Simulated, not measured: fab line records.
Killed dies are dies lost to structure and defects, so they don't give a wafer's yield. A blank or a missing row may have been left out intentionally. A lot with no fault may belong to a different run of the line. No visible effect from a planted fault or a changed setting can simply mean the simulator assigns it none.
A lot that was struck, set against a sound lot -- flow n5Finfet -- 14 steps out of a route of 1938
Sound: these wafers, L344.3, L344.4, L344.5. Struck: wafers L334.2, L334.3, L334.6. At the end, the cause is stated.
At each step with rows: each side's tool, then ch and its chambers, then its first start. Under that, the readings that differ: sound wafers -- struck wafers -- difference of the means -- sigmas: that difference in standard deviations of wafers without a fault.
alike: a reading whose means differ by less than 2 such deviations, as well as words and numbers matching on both sides. not compared: withheld readings; readings where some wafer has no value; bounds like >300 that might hide an equal value; numbers whose values overlap and for which the record gives no deviation.
Wherever a step has rows on one side only, a row that says differs or no value, or a row with sigmas, the two part there. Non-overlapping numbers with no deviation appear without sigmas and do not part them. A reading missing from all wafers of one side parts the sides only when that side holds two or more wafers.

first, 1 step without rows for these wafers: N5_BEOL_M12_HARDBAKE_14 (time 120 s).
N5_BEOL_M12_CD_MEAS_10: the cd target is 140 nm.
  sound on cdSem-01 ch 0, day 14 20:36; struck on cdSem-02 ch 0, day 12 03:17
  alike: cdNm
N5_BEOL_M12_OVL_MEAS_11:
  sound on overlay-01 ch 0, day 14 20:38; struck on overlay-01 ch 0, day 12 03:19
  alike: V11_OVL
N5_BEOL_M12_INSPECT_12: inspects for defects (macro).
  sound on defectInspect-01 at day 14 20:40; struck on defectInspect-01 at day 12 03:20
  alike: rawDefectCount
N5_BEOL_M12_DESCUM_15: chemistry O2, time 7.9 s.
  sound on rieDiel-03 ch 0,1,3, day 14 20:54; struck on rieDiel-06 ch 0,3, day 12 03:22
  alike: drypumpMotorCurrentA, oesProductAu, rfVppV, showerheadPlenumPTorr, throttleValvePct
  not compared: rfHoursCounterH
N5_BEOL_M12_ETCH_59: etches BARC in N2/H2, target depth 89 nm, overetch 26.7 nm, time 67.9 s.
  sound on rieDiel-03 ch 0,1,3, day 14 20:56; struck on rieDiel-06 ch 0,3, day 12 03:25
  alike: biasW, drypumpMotorCurrentA, oesProductAu, rfVppV, showerheadPlenumPTorr, throttleValvePct
  not compared: rfHoursCounterH
N5_BEOL_M12_VIA_ETCH_16: etches SiOC in C4F8/O2/Ar, target depth 724.8 nm.
  sound on rieDiel-03 ch 0,1,3, day 14 20:59; struck on rieDiel-06 ch 0,3, day 12 03:28
  alike: biasW, drypumpMotorCurrentA, oesProductAu, rfVppV, showerheadPlenumPTorr, throttleValvePct
N5_BEOL_M12_STRIP_63: strips in N2/H2.
  sound on plasmaAsher-02 ch 0,1, day 14 21:12; struck on plasmaAsher-02 ch 0,1, day 12 03:40
  alike: drypumpMotorCurrentA, heaterPowerW, oesProductAu, stripTimeToEndpointS
  not compared: rfHoursCounterH
N5_BEOL_M12_STRIP_64: strips in N2/H2.
  sound on plasmaAsher-02 ch 0,1, day 14 21:16; struck on plasmaAsher-02 ch 0,1, day 12 03:43
  alike: drypumpMotorCurrentA, heaterPowerW, oesProductAu, stripTimeToEndpointS
  not compared: rfHoursCounterH
then, 2 steps without rows for these wafers: N5_BEOL_M12_STRIP_71 (strips in post etch residue remover, time 60 s); N5_BEOL_M12_SRD_72 (time 30 s, dry time 30 s).
N5_BEOL_M12_CD_MEAS_17: the cd target is 140 nm.
  sound on cdSem-03 at day 14 21:23; struck on cdSem-01 at day 12 03:52
  alike: cdNm
N5_BEOL_M12_COAT_65: time 60 s, resist thk 300 nm.
  sound on lithoTrack-03 ch 0, day 14 21:26; struck on lithoTrack-04 ch 0, day 12 03:55
reading,sound,struck,difference,sigmas
spinSpeedRpm (rpm),1499.9 1501.9 1501.3,1458.2 1458.1 1457.6,-43.1,-59
model.SOC_of_BEOL_M12_COAT_65.thkNm (nm),300.4 300 300,301.8 302.4 302.8,+2.2,
  alike: resistLineTempC
then, 1 step without rows for these wafers: N5_BEOL_M12_COAT_66 (time 60 s, resist thk 110 nm).

WHERE THEY PART
Only at N5_BEOL_M12_COAT_65, as far as this record shows.

WHY: whatever the simulator had introduced
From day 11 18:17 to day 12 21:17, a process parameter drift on lithoTrack-04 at N5_BEOL_M12_COAT_65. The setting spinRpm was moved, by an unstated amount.
